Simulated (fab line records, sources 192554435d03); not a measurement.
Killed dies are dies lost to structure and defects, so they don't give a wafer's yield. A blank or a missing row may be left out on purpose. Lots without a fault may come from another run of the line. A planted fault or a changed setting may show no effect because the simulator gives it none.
A struck lot beside a sound one | flow n5_finfet | 31 steps out of a route of 1938
Sound: wafers L150.2, L150.3, L150.4. Struck: wafers L157.3, L157.4, L157.6. The cause comes at the end.
At each step with rows: each side's tool, then ch and its chambers, then its first start. Under that, the readings that differ: sound wafers | struck wafers | difference of the means | sigmas: that difference in standard deviations of wafers without a fault.
alike: readings whose means differ by less than 2 such deviations, and words and numbers that are the same on both sides. not compared: withheld readings, readings that some wafer has no value for, bounds like >300 that may hide the same value, and numbers for which the record gives no deviation and whose values overlap.
The two part at a step that has a row with sigmas, a row that says differs or no value, or rows on one side only. Numbers that don't overlap but have no deviation are shown without sigmas and don't part them. A reading that every wafer of one side lacks parts them only if that side has two wafers or more.

first, 6 steps without rows for these wafers: N5_MIM_TOP_LITHO_EBR_04; N5_MIM_TOP_LITHO_SOFTBAKE_03 (time 90 s); N5_MIM_TOP_LITHO_EXPOSE_05 (exposes mask MIM TOP, target cd 2000 nm); N5_MIM_TOP_LITHO_PEB_06; N5_MIM_TOP_LITHO_DEVELOP_07 (develop time 60 s); N5_MIM_TOP_LITHO_HARDBAKE_09 (time 120 s).
N5_MIM_TOP_LITHO_CD_MEAS_08: target cd 2000 nm.
  sound on cd_sem-01 ch 0, day 12 12:11; struck on cd_sem-02 ch 0, day 14 07:21
  alike: cd_nm
N5_MIM_TOP_LITHO_OVL_MEAS_11:
  sound on overlay-01 ch 0, day 12 12:13; struck on overlay-02 ch 0, day 14 07:23
  alike: MIM_TOP_OVL
N5_MIM_TOP_LITHO_INSPECT_12: inspects for defects (macro).
  sound on defect_inspect-02, day 12 12:15; struck on defect_inspect-02, day 14 07:24
  alike: raw_defect_count
N5_MIM_TOP_LITHO_DESCUM_10: chemistry O2, time 7.9 s.
  sound on rie_diel-06 ch 0,2,3, day 12 12:17; struck on rie_diel-02 ch 1,3, day 14 07:26
  reading                | sound             | struck            | difference | sigmas
  throttle_valve_pct (%) | 20.34 20.13 20.72 | 19.69 20.16 19.69 | -0.55      | -2
  alike: drypump_motor_current_A, oes_product_au, rf_vpp_V, showerhead_plenum_p_Torr
  not compared: rf_hours_counter_h
then, 1 step without rows for these wafers: N5_MIM_TOP_ETCH_ETCH_00 (etches TiN in Cl2/BCl3, target depth 38.5 nm).
N5_MIM_TOP_ETCH_STRIP_01: strips in O2.
  sound on rie_diel-05 ch 0,1,2, day 12 12:38; struck on rie_diel-05 ch 0,2,3, day 14 07:43
  alike: drypump_motor_current_A, oes_product_au, rf_vpp_V, showerhead_plenum_p_Torr, throttle_valve_pct
  not compared: rf_hours_counter_h
N5_MIM_TOP_ETCH_PECVD_03: deposits SiNx from SiH4/NH3/N2, target thk 20 nm, time 17.6 s.
  sound on pecvd-01 ch 1,2, day 12 12:41; struck on pecvd-01 ch 1,2, day 14 07:49
  reading                                         | sound          | struck         | difference | sigmas
  model.SiNx_of_MIM_TOP_ETCH_PECVD_03.thk_nm (nm) | 20.4 20.2 20.4 | 19.2 19.6 19.4 | -0.9       |
  alike: heater_power_w, showerhead_plenum_p_Torr, throttle_valve_pct
then, 8 steps without rows for these wafers: N5_MIM_BOT_LITHO_HMDS_01 (time 60 s); N5_MIM_BOT_LITHO_COAT_02; N5_MIM_BOT_LITHO_EBR_04; N5_MIM_BOT_LITHO_SOFTBAKE_03 (time 90 s); N5_MIM_BOT_LITHO_EXPOSE_05 (exposes mask MIM BOT); N5_MIM_BOT_LITHO_PEB_06; N5_MIM_BOT_LITHO_DEVELOP_07 (develop time 60 s); N5_MIM_BOT_LITHO_HARDBAKE_09 (time 120 s).
N5_MIM_BOT_LITHO_CD_MEAS_08: target cd 3000 nm.
  sound on cd_sem-01 ch 0, day 12 13:04; struck on cd_sem-03 ch 0, day 14 08:10
  alike: cd_nm
N5_MIM_BOT_LITHO_OVL_MEAS_11:
  sound on overlay-02 ch 0, day 12 13:06; struck on overlay-01 ch 0, day 14 08:12
  alike: MIM_BOT_OVL
N5_MIM_BOT_LITHO_INSPECT_12: inspects for defects (macro).
  sound on defect_inspect-02, day 12 13:07; struck on defect_inspect-01, day 14 08:13
  alike: raw_defect_count
N5_MIM_BOT_LITHO_DESCUM_10: chemistry O2, time 7.9 s.
  sound on rie_diel-06 ch 0,2,3, day 12 13:13; struck on rie_diel-02 ch 1,3, day 14 08:15
  reading                | sound             | struck            | difference | sigmas
  throttle_valve_pct (%) | 20.11 20.36 20.72 | 20.16 19.69 19.69 | -0.55      | -2
  alike: drypump_motor_current_A, oes_product_au, rf_vpp_V, showerhead_plenum_p_Torr
  not compared: rf_hours_counter_h
then, 1 step without rows for these wafers: N5_MIM_BOT_ETCH_ETCH_04 (etches SiNx in CF4/O2, target depth 26 nm, time 13 s).
N5_MIM_BOT_ETCH_ETCH_03: etches the open film in Cl2/BCl3, target depth 12 nm.
  sound on rie_metal-03 ch 1, day 12 13:24; struck on rie_metal-01 ch 0,1, day 14 08:26
  alike: bias_w, drypump_motor_current_A, oes_product_au, throttle_valve_pct
  not compared: rf_hours_counter_h
N5_MIM_BOT_ETCH_ETCH_00: etches TiN in Cl2/BCl3, target depth 45.5 nm.
  sound on rie_metal-03 ch 1, day 12 13:35; struck on rie_metal-01 ch 0,1, day 14 08:32
  alike: bias_w, drypump_motor_current_A, oes_product_au, throttle_valve_pct
  not compared: rf_hours_counter_h
then, 1 step without rows for these wafers: N5_MIM_BOT_ETCH_STRIP_01 (strips in O2).
N5_MIM_BOT_ETCH_STRIP_02: strips in post etch residue remover, time 1200 s.
  sound on wet_bench-02 ch 0,1,5, day 12 13:56; struck on wet_bench-05 ch 4,5,7, day 14 08:43
  reading                                         | sound      | struck       | difference | sigmas
  model.SiNx_of_MIM_TOP_ETCH_PECVD_03.thk_nm (nm) | 20 20 20.2 | 18.8 19.2 19 | -1.1       |
then, 1 step without rows for these wafers: N5_MIM_BOT_ETCH_CLEAN_05 (cleans in IPA, time 180 s).

WHERE THEY PART
First at N5_MIM_TOP_LITHO_DESCUM_10; last, within this record, at N5_MIM_BOT_LITHO_DESCUM_10. Later steps at which nothing parts them and some readings are alike: N5_MIM_BOT_ETCH_ETCH_03, N5_MIM_BOT_ETCH_ETCH_00.

WHY: what the simulator had put in
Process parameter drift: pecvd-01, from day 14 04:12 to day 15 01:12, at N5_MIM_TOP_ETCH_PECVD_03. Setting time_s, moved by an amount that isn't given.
